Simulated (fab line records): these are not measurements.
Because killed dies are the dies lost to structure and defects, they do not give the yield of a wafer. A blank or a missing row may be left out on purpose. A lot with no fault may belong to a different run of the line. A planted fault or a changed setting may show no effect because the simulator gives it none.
Split-lot trial + flow n5Finfet + 21 wafers read across 7 lots, on a route 1938 steps long

## SPLIT DETAILS
At N5_SDB_COAT_03 (time 60 s, resist thk 100 nm), the setting spinRpm was moved away from the recipe's 1500 rpm on 6 of the 21 wafers read, by -9.3% to -3.7%. The other wafers ran this setting at the recipe's value.

## FROM THE SPLIT TO THE READING: what the file shows between them, 11 steps
- N5_SDB_COAT_05: resist thk 90 nm (also split here: spinRpm)
- N5_SDB_EBR_07
- N5_SDB_SOFTBAKE_06: time 60 s
- N5_SDB_EXPOSE_08: exposes mask SDB
- N5_SDB_PEB_09: peb time 60 s
- N5_SDB_DEVELOP_10: develop time 30 s
- N5_SDB_DESCUM_16: chemistry O2, time 7.9 s
- N5_SDB_ETCH_17: etches SiARC in CF4, target depth 23.4 nm, time 39 s
- N5_SDB_ETCH_18: etches SOC in N2/H2, target depth 100 nm, overetch 20 nm, time 150 s
- N5_SDB_STRIP_19: strips in N2/H2
- N5_SDB_STRIP_21: strips in CF4

## THE READING
SOC_of_SDB_COAT_03.thkNm (the simulator's own value, which no gauge read), in nm, at N5_SDB_HM_OPEN_20 (chemistry CH3F/O2, target SiNx, stops on poly-Si, target depth 24 nm). The file does not state a usual value for it. Here, 15 wafers ran the recipe; their average is 84.2 nm with a standard deviation of 0.63 nm.

| wafer  | tool, chamber at the split | spinRpm as run, rpm | against the recipe | SOC_of_SDB_COAT_03.thkNm, nm | against lot-mates on the recipe |
|--------|----------------------------|---------------------|--------------------|------------------------------|---------------------------------|
| L074.1 | lithoTrack-05, 0           | 1500                | recipe             | 84.2                         | -                               |
| L074.2 | lithoTrack-05, 0           | 1360                | -9.3%              | 88.2                         | +4.0                            |
| L074.5 | lithoTrack-05, 0           | 1360                | -9.3%              | 89                           | +4.8                            |
| L080.1 | lithoTrack-05, 0           | 1500                | recipe             | 83.4                         | -                               |
| L080.2 | lithoTrack-05, 0           | 1370                | -8.7%              | 88.2                         | +4.8                            |
| L080.5 | lithoTrack-05, 0           | 1370                | -8.7%              | 88.6                         | +5.2                            |
| L081.1 | lithoTrack-02, 0           | 1500                | recipe             | 83.8                         | -                               |
| L081.2 | lithoTrack-02, 0           | 1500                | recipe             | 84.6                         | -                               |
| L081.5 | lithoTrack-02, 0           | 1500                | recipe             | 84.6                         | -                               |
| L084.1 | lithoTrack-02, 0           | 1500                | recipe             | 83.8                         | -                               |
| L084.2 | lithoTrack-02, 0           | 1500                | recipe             | 83                           | -                               |
| L084.4 | lithoTrack-02, 0           | 1500                | recipe             | 83.2                         | -                               |
| L086.1 | lithoTrack-05, 0           | 1500                | recipe             | 84.8                         | -                               |
| L086.3 | lithoTrack-05, 0           | 1500                | recipe             | 85.2                         | -                               |
| L086.5 | lithoTrack-05, 0           | 1500                | recipe             | 85                           | -                               |
| L087.3 | lithoTrack-01, 0           | 1500                | recipe             | 84.2                         | -                               |
| L087.5 | lithoTrack-01, 0           | 1444                | -3.7%              | 85.4                         | +1.2                            |
| L087.6 | lithoTrack-01, 0           | 1444                | -3.7%              | 86.6                         | +2.4                            |
| L091.4 | lithoTrack-05, 0           | 1500                | recipe             | 84.6                         | -                               |
| L091.5 | lithoTrack-05, 0           | 1500                | recipe             | 84.6                         | -                               |
| L091.6 | lithoTrack-05, 0           | 1500                | recipe             | 84.2                         | -                               |

FIT RESULTS
A straight line over all 21 wafers: SOC_of_SDB_COAT_03.thkNm changes by -0.476 nm for each +1% of spinRpm; r = -0.94; the points scatter about the line by 0.61 nm.
The same after taking each lot's own level away (the mean of its wafers on the recipe; 21 wafers): -0.518 nm for each +1%; r = -0.98; scatter 0.4 nm.
That fit puts the effect of the largest move of spinRpm on the reading at 4.8 nm.
The lots' own levels span 83.33 to 85.00 nm, that is 2.6 times the standard deviation above.
Hence the lot-to-lot level has little effect on the slope; both slopes agree.
Check: +5.1 nm against its lot-mates is what the line predicts for one of the wafers moved furthest among these (-9.3%) when that wafer is left out of the fit. Against them it came out at +4 nm.

## FURTHER SPLITS ON THESE WAFERS
Before the reading, these wafers also passed through other splits. Each is held against what the fit with the lots' levels taken away leaves over:
| other split on the same wafers          | wafers away from the commonest value | r with SOC_of_SDB_COAT_03.thkNm (lot level and that fit taken away) |
|-----------------------------------------|--------------------------------------|---------------------------------------------------------------------|
| N5_WELL_APT_COAT_02 spinRpm             | 5                                    | -0.23                                                               |
| N5_PMOS_HMC_CHANNEL_EPI_PEB_07 pebTimeS | 5                                    | -0.47                                                               |
| N5_SPACER0_ALD_00 aldCycles             | 6                                    | -0.03                                                               |
| N5_SD_EPI_N_PEB_07 pebTempC             | 6                                    | +0.22                                                               |
| N5_SD_EPI_N_ETCH_35 sourceW             | 10                                   | +0.24                                                               |
| N5_SDB_COAT_05 spinRpm                  | 6                                    | +0.14                                                               |

## THE WHOLE CHAIN: every reading that the file lists as answering this split, in the file's order
| step              | what it does                                                         | reading                                                                   | change (the file's fit)               | r (the file's) |
|-------------------|----------------------------------------------------------------------|---------------------------------------------------------------------------|---------------------------------------|----------------|
| N5_SDB_COAT_03    | time 60 s, resist thk 100 nm                                         | SOC_of_SDB_COAT_03.thkNm (the simulator's own value, which no gauge read) | -0.513 nm for each +1% of the setting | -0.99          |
| N5_SDB_ETCH_18    | etches SOC in N2/H2, target depth 100 nm, overetch 20 nm, time 150 s | etch.depthNm (the simulator's own value, which no gauge read)             | -0.527 nm for each +1% of the setting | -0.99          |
| N5_SDB_HM_OPEN_20 | chemistry CH3F/O2, target SiNx, stops on poly-Si, target depth 24 nm | SOC_of_SDB_COAT_03.thkNm (the simulator's own value, which no gauge read) | -0.517 nm for each +1% of the setting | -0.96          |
| N5_SDB_STRIP_22   | strips in N2/H2                                                      | stripTimeToEndpointS                                                      | withheld for each +1% of the setting  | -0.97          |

## THE FILE'S OWN FIT
SOC_of_SDB_COAT_03.thkNm changes by -0.517 nm for each +1% of spinRpm, r = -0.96.
